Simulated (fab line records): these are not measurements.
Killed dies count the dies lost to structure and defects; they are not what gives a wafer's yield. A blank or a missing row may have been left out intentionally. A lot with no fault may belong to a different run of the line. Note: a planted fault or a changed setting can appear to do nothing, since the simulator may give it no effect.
Matching of chambers	flow nand-harc	4 sister chambers for NHARC_A_CHANNEL_HOLE_D2_DESCUM_15 on rie-diel-06
The step chemistry O2, time 3 s. 20 wafers are shown with their chamber, then 10 later ones without.

WAFERS PAIRED WITH THEIR CHAMBERS
wafer	chamber	showerhead-plenum-p-Torr (Torr)	drypump-motor-current-A (A)	oes-product-au (a.u.)
L078.1	1	1.87	5.5	1.008
L078.2	3	1.80	6.0	1.001
L078.4	0	1.86	5.9	0.991
L079.2	2	1.80	6.3	1.012
L079.5	2	1.80	6.3	1.018
L079.6	3	1.80	6.0	1.019
L082.1	2	1.80	6.3	1.000
L082.4	0	1.86	5.9	0.988
L082.5	0	1.86	5.9	0.986
L083.2	1	1.87	5.5	1.003
L083.3	2	1.80	6.3	0.991
L083.4	3	1.80	6.0	1.004
L087.1	3	1.80	6.0	1.001
L087.4	0	1.86	5.9	0.989
L087.6	2	1.80	6.3	1.001
L089.3	3	1.80	6.0	1.007
L089.4	1	1.87	5.5	1.008
L089.6	0	1.85	5.9	0.987
L091.1	2	1.80	6.2	1.002
L091.2	0	1.85	6.0	0.980

SIGNATURES, as means of the wafers listed above
reading	chamber 0	chamber 1	chamber 2	chamber 3	scatter within a chamber
showerhead-plenum-p-Torr	1.8567	1.8700	1.8000	1.8000	0.00289
drypump-motor-current-A	5.917	5.500	6.283	6.000	0.0323
oes-product-au	0.98683	1.00633	1.00400	1.00640	0.00693
Rule: distance of a wafer from a chamber = root of the sum over the readings of ((wafer's reading minus chamber's mean) / reading's scatter) squared. If the next closest chamber is less than 2 further off than the closest, the wafer can't be placed; otherwise it belongs to the closest. The scatter: take each reading less its chamber's mean, square it, sum over the shown wafers, divide by the number of wafers less the number of chambers, and take the root.

WAFERS WITHOUT THEIR CHAMBER
wafer	showerhead-plenum-p-Torr (Torr)	drypump-motor-current-A (A)	oes-product-au (a.u.)
L091.3	1.80	6.0	1.002
L092.1	1.85	6.0	0.987
L092.4	1.80	6.3	1.011
L092.5	1.85	6.0	0.986
L094.2	1.79	6.0	1.003
L094.3	1.80	6.3	1.007
L094.5	1.87	5.5	1.010
L095.1	1.85	5.9	0.986
L095.3	1.80	6.3	0.983
L095.6	1.85	5.9	0.979

CHAMBER TAKEN BY EACH
wafer	from the rows above	in truth
L091.3	3	3
L092.1	0	0
L092.4	2	2
L092.5	0	0
L094.2	3	3
L094.3	2	2
L094.5	1	1
L095.1	0	0
L095.3	2	2
L095.6	0	0
10 of 10 placed correctly. Left unplaced by these rows: 0. Wrongly placed: 0.
